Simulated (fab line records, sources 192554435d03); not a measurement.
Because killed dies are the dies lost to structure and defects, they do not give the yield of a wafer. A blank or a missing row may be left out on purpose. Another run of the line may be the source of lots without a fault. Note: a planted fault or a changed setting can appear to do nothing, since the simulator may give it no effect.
fab line records	flow n5_finfet	part 2 of 2: steps 5 to 6 of 6
record: lots: 24	wafers: 72	last_day: 18
route steps=1938 shown BEOL_M1@752
lots untouched by any fault: they come from a run of this same line in which no faults occurred
start_h: hours from the record's opening day to when the first of the lot's shown wafers began	wait_h: time in hours since the lot's previous step	" unchanged from the row above	L1.1+2: several wafers, shown together as one row	- no value, or no start given	* or withheld: withheld	< > ~ a bound
route shown NAME@n: names a module that has steps shown in the file, with the first one's number in the route	usual: mean/standard deviation of fault-free wafers	same: alike in all rows	chamber/n: place in a boat	sites: readings site by site	_std_site: standard deviation of those values	_edge_site: outer sites' mean less inner sites'	radius_mm: for every site, how far away it sits from the centre of the wafer	mask NAME#n: copy n	behind: tool/chamber where the wafer was last shaped	hold: why the lot was held/for how many hours/how that ended	device: which transistor (n, p or np) failed to switch	end of line: at the end of the route, the tests of the same wafers	a step without rows: its recipe alone	killed: dies that structure and defects cost at the first sort, which is not the same as the wafer's yield	map: a wafer's dies, marking killed ones x, the rest . and places with no die _
set.NAME: the setting that was run; set.NAME@STEP: the one run at that earlier step	model.NAME: the simulator's own value behind a step, which no gauge read
a sample of lots followed through the steps of the route, with each step as a table and each wafer as a row
services: a tool's chamber out of use, with start hour (start_h, from the record's first day; less than 0 if before it), hours out, and reason
== steps ==
step: N5_BEOL_M1_STRIP_97
recipe: chemistry: N2/H2	time_s: 10	power_w: 450	temp_c: 40	pressure_mtorr: 20	rf_frequency_hz: 6e+07	bias_power_w: 7	n2_flow_sccm: 200	h2_flow_sccm: 200
usual: drypump_motor_current_A: 5.6/0.46	oes_product_au: 0.77/0.085	rf_vpp_V: 59.2/0.77	showerhead_plenum_p_Torr: 2.53/0.078	throttle_valve_pct: 23.8/0.41
lot.wafer	tool	chamber	start_h	wait_h	drypump_motor_current_A	oes_product_au	rf_hours_counter_h	rf_vpp_V	showerhead_plenum_p_Torr	throttle_valve_pct
L074.1	rie_diel-02	3	-	-	5.1	0.79	120	58.4	2.43	23.9
L074.3	"	2	"	"	5.8	0.68	212	59.1	2.53	23.3
L074.5	"	0	"	"	6.0	0.77	-	58.7	2.51	23.8
L075.3	rie_diel-06	3	-	-	5.3	0.74	148	58.2	2.44	24.2
L075.4	"	2	"	"	4.8	0.67	240	60.1	2.61	24.0
L075.6	"	0	"	"	5.3	0.87	-	58.7	2.48	24.0
L076.1	rie_diel-02	1	-	-	5.9	0.87	57	59.0	2.46	23.2
L076.3	"	3	"	"	5.0	0.79	122	59.3	2.43	23.9
L076.6	"	0	"	"	6.0	0.77	-	59.3	2.51	23.8
L077.1	rie_diel-04	3	-	-	5.3	0.72	200	59.3	2.65	23.7
L077.3	"	2	"	"	6.1	0.71	214	59.6	2.64	24.5
L077.5	"	0	"	"	5.6	0.71	-	57.2	2.50	24.3
L078.2	rie_diel-02	0	-	-	6.0	0.76	167	59.2	2.51	23.8
L078.4	"	1	"	"	5.9	0.85	61	58.2	2.46	23.2
L078.5	"	1	"	"	5.9	0.86	-	58.2	2.46	23.2
L079.3	rie_diel-04	0	-	-	5.6	0.71	242	57.6	2.50	24.2
L079.4	"	2	"	"	6.1	0.69	216	59.1	2.64	24.5
L079.6	"	3	"	"	5.3	0.71	-	60.3	2.65	23.7
L080.1	rie_diel-06	0	-	-	5.3	0.85	52	59.5	2.48	24.0
L080.2	"	1	"	"	5.1	1.00	1	59.8	2.73	23.4
L080.6	"	0	"	"	5.3	0.85	-	58.5	2.48	24.0
L081.2	rie_diel-02	0	-	-	6.0	0.76	175	59.7	2.50	23.8
L081.4	"	3	"	"	5.1	0.77	-	57.9	2.43	23.9
L081.5	"	2	"	"	5.8	0.66	-	59.2	2.52	23.3
L082.2	rie_diel-02	2	-	-	5.8	0.66	227	60.7	2.52	23.3
L082.4	"	0	"	"	6.0	0.76	-	59.1	2.50	23.8
L082.6	"	3	"	"	5.1	0.77	-	59.3	2.43	23.9
L084.1	rie_diel-04	3	-	-	5.3	0.72	210	60.2	2.65	23.7
L084.3	"	2	"	"	6.1	0.69	224	59.1	2.64	24.5
L084.4	"	1	"	"	6.5	0.79	110	58.2	2.55	23.1
L083.2	rie_diel-06	3	-	-	5.3	0.73	169	59.5	2.43	24.2
L083.4	"	0	"	"	5.4	0.85	-	59.1	2.48	24.0
L083.5	"	3	"	"	5.3	0.74	-	58.7	2.43	24.2
L085.3	rie_diel-02	0	-	-	6.0	0.75	181	59.3	2.50	23.8
L085.5	"	0	"	"	5.9	0.75	-	59.4	2.50	23.8
L085.6	"	3	"	"	5.1	0.77	-	60.2	2.43	23.9
L086.1	rie_diel-04	0	-	-	5.6	0.96	3	57.8	2.50	23.9
L086.2	"	2	"	"	6.1	0.69	232	59.5	2.64	24.5
L086.5	"	2	"	"	6.1	0.68	-	59.2	2.63	24.5
L087.2	rie_diel-06	0	-	-	5.4	0.84	71	60.7	2.47	24.0
L087.4	"	0	"	"	5.3	0.84	-	58.6	2.47	24.0
L087.6	"	3	"	"	5.3	0.72	-	58.6	2.42	24.2
L088.2	rie_diel-04	2	-	-	6.1	0.68	234	59.2	2.63	24.5
L088.3	"	1	"	"	6.5	0.77	120	59.7	2.55	23.1
L088.5	"	3	"	"	5.3	0.70	-	59.9	2.64	23.7
L089.2	rie_diel-04	1	-	-	6.5	0.77	121	59.4	2.55	23.1
L089.4	"	3	"	"	5.3	0.71	222	59.7	2.64	23.7
L089.6	"	3	"	"	5.3	0.70	-	59.7	2.64	23.7
L091.2	rie_diel-02	0	-	-	6.0	0.74	189	58.8	2.50	23.8
L091.4	"	1	"	"	5.9	0.83	83	57.2	2.45	23.3
L091.6	"	3	"	"	5.0	0.77	-	59.0	2.42	23.9
L090.1	rie_diel-04	3	-	-	5.3	0.70	225	59.4	2.64	23.7
L090.5	"	3	"	"	5.3	0.70	-	59.5	2.64	23.7
L090.6	"	2	"	"	6.2	0.69	-	58.4	2.63	24.5
L092.2	rie_diel-02	0	-	-	6.0	0.74	191	58.0	2.50	23.9
L092.5	"	1	"	"	5.9	0.83	-	60.6	2.45	23.3
L092.6	"	0	"	"	6.0	0.74	-	59.5	2.50	23.9
L093.3	rie_diel-04	1	-	-	6.5	0.78	127	58.8	2.55	23.1
L093.4	"	0	"	"	5.6	0.94	12	58.6	2.49	23.9
L093.5	"	3	"	"	5.3	0.71	-	60.1	2.64	23.7
L094.4	rie_diel-04	1	-	-	6.5	0.78	128	58.2	2.54	23.1
L094.5	"	1	"	"	6.5	0.77	-	58.1	2.54	23.1
L094.6	"	0	"	"	5.6	0.94	-	58.4	2.49	23.9
L095.1	rie_diel-02	0	-	-	6.0	0.74	196	60.1	2.49	23.9
L095.5	"	2	"	"	5.8	0.66	-	57.9	2.51	23.3
L095.6	"	3	"	"	5.1	0.75	-	58.9	2.42	23.9
L097.1	rie_diel-02	3	-	-	5.0	0.76	154	59.1	2.42	23.9
L097.4	"	0	"	"	6.0	0.74	-	59.2	2.49	23.9
L097.5	"	3	"	"	5.1	0.75	-	58.7	2.42	23.9
L096.1	rie_diel-04	1	-	-	6.5	0.76	137	59.9	2.54	23.1
L096.2	"	3	"	"	5.3	0.69	238	61.2	2.63	23.7
L096.3	"	0	"	"	5.6	0.91	20	58.7	2.49	23.9
step: N5_BEOL_M1_SPUTTER_90
recipe: material: Cu	target_thk_a: 45	temp_c: -20	chamber_pressure_pa: 0.07	power_w: withheld	time_s: 8.29
usual: chamber_pressure_pa: 0.06999/0.00014	throttle_valve_pct: 30.5/0.88
lot.wafer	tool	chamber	start_h	wait_h	chamber_pressure_pa	throttle_valve_pct
L074.1	pvd_sputter-02	-	136.18	0.1	0.06994	29.9
L074.3	"	-	"	"	0.06995	30.6
L074.5	"	-	"	"	0.06968	29.8
L075.3	pvd_sputter-03	-	139.36	0.1	0.07009	29.1
L075.4	"	-	"	"	0.07016	29.7
L075.6	"	-	"	"	0.06999	32.0
L076.1	pvd_sputter-03	-	141.91	0.1	0.06963	32.0
L076.3	"	-	"	"	0.06999	31.0
L076.6	"	-	"	"	0.06974	32.0
L077.1	pvd_sputter-02	-	152.17	0.1	0.06976	30.4
L077.3	"	-	"	"	0.07016	29.8
L077.5	"	-	"	"	0.06989	30.6
L078.2	pvd_sputter-01	-	158.07	0.1	0.07003	30.0
L078.4	"	-	"	"	0.07021	30.0
L078.5	"	-	"	"	0.07001	31.5
L079.3	pvd_sputter-02	-	158.11	0.1	0.06982	30.7
L079.4	"	-	"	"	0.07019	30.4
L079.6	"	-	"	"	0.07016	30.3
L080.1	pvd_sputter-03	-	164.12	0.1	0.06997	30.0
L080.2	"	-	"	"	0.0699	31.2
L080.6	"	-	"	"	0.07003	29.7
L081.2	pvd_sputter-03	-	181.29	0.1	0.06996	32.0
L081.4	"	-	"	"	0.07002	29.0
L081.5	"	-	"	"	0.07019	29.1
L082.2	pvd_sputter-02	-	185.01	0.1	0.07001	30.5
L082.4	"	-	"	"	0.06981	30.4
L082.6	"	-	"	"	0.07001	30.8
L084.1	pvd_sputter-03	-	189.47	0.1	0.06987	29.8
L084.3	"	-	"	"	0.06992	31.9
L084.4	"	-	"	"	0.06993	28.9
L083.2	pvd_sputter-03	-	191.35	0.1	0.07017	29.1
L083.4	"	-	"	"	0.07011	29.9
L083.5	"	-	"	"	0.07014	28.9
L085.3	pvd_sputter-02	-	207.37	0.1	0.06985	30.4
L085.5	"	-	"	"	0.07002	30.9
L085.6	"	-	"	"	0.06975	30.3
L086.1	pvd_sputter-02	-	216.14	0.1	0.07	30.8
L086.2	"	-	"	"	0.07008	30.5
L086.5	"	-	"	"	0.06999	30.7
L087.2	pvd_sputter-01	-	220.13	0.1	0.06997	30.6
L087.4	"	-	"	"	0.06996	31.7
L087.6	"	-	"	"	0.07005	30.5
L088.2	pvd_sputter-03	-	222.00	0.1	0.06991	29.5
L088.3	"	-	"	"	0.06998	31.4
L088.5	"	-	"	"	0.07	32.0
L089.2	pvd_sputter-02	-	226.81	0.1	0.06992	30.6
L089.4	"	-	"	"	0.06991	30.5
L089.6	"	-	"	"	0.06986	30.8
L091.2	pvd_sputter-01	-	231.97	0.1	0.07006	31.2
L091.4	"	-	"	"	0.07002	30.5
L091.6	"	-	"	"	0.07015	31.3
L090.1	pvd_sputter-03	-	232.27	0.1	0.06992	29.1
L090.5	"	-	"	"	0.06993	29.0
L090.6	"	-	"	"	0.0701	29.6
L092.2	pvd_sputter-01	-	241.16	0.1	0.06984	31.7
L092.5	"	-	"	"	0.07005	30.1
L092.6	"	-	"	"	0.07008	31.7
L093.3	pvd_sputter-01	-	248.74	0.1	0.07011	31.5
L093.4	"	-	"	"	0.07002	30.1
L093.5	"	-	"	"	0.07004	30.5
L094.4	pvd_sputter-01	-	253.62	0.1	0.06985	31.4
L094.5	"	-	"	"	0.06997	31.0
L094.6	"	-	"	"	0.07009	30.4
L095.1	pvd_sputter-01	-	256.47	0.1	0.06997	31.3
L095.5	"	-	"	"	0.06983	31.6
L095.6	"	-	"	"	0.06982	30.3
L097.1	pvd_sputter-02	-	271.47	0.1	0.06976	30.4
L097.4	"	-	"	"	0.07006	30.4
L097.5	"	-	"	"	0.06993	30.2
L096.1	pvd_sputter-03	-	281.09	0.1	0.0699	31.1
L096.2	"	-	"	"	0.06986	29.5
L096.3	"	-	"	"	0.06989	31.9
== services ==
tool	chamber	start_h	hours	kind
rie_diel-04	2	109.23	1.6	repair
rie_diel-06	2	112.41	19.7	repair
pvd_sputter-02	-	116.54	1.6	repair
pvd_sputter-01	-	137.28	15.4	repair
rie_diel-04	0	138.95	5.4	repair
ald_sin-03	2	160.21	7.0	repair
rie_diel-02	1	177.11	5.9	repair
ald_sin-02	-	177.62	14.0	pm
rie_diel-06	1	184.00	81.3	repair
rie_diel-04	0	186.86	-	clean
rie_diel-02	3	191.84	6.5	repair
rie_diel-04	2	198.53	2.8	repair
ald_sin-02	0	203.30	2.6	repair
ald_sin-01	-	215.63	6.0	pm
rie_diel-06	2	218.19	13.6	repair
rie_diel-06	0	220.16	6.2	repair
ald_sin-03	-	224.47	0.7	repair
ald_sin-01	0	228.73	4.1	repair
ald_sin-02	-	232.28	1.2	repair
rie_diel-02	3	243.66	9.1	repair
rie_diel-02	2	249.10	3.6	repair
rie_diel-06	-	266.11	2.8	pm
rie_diel-04	0	266.58	4.5	repair
ald_sin-03	1	277.97	10.4	repair
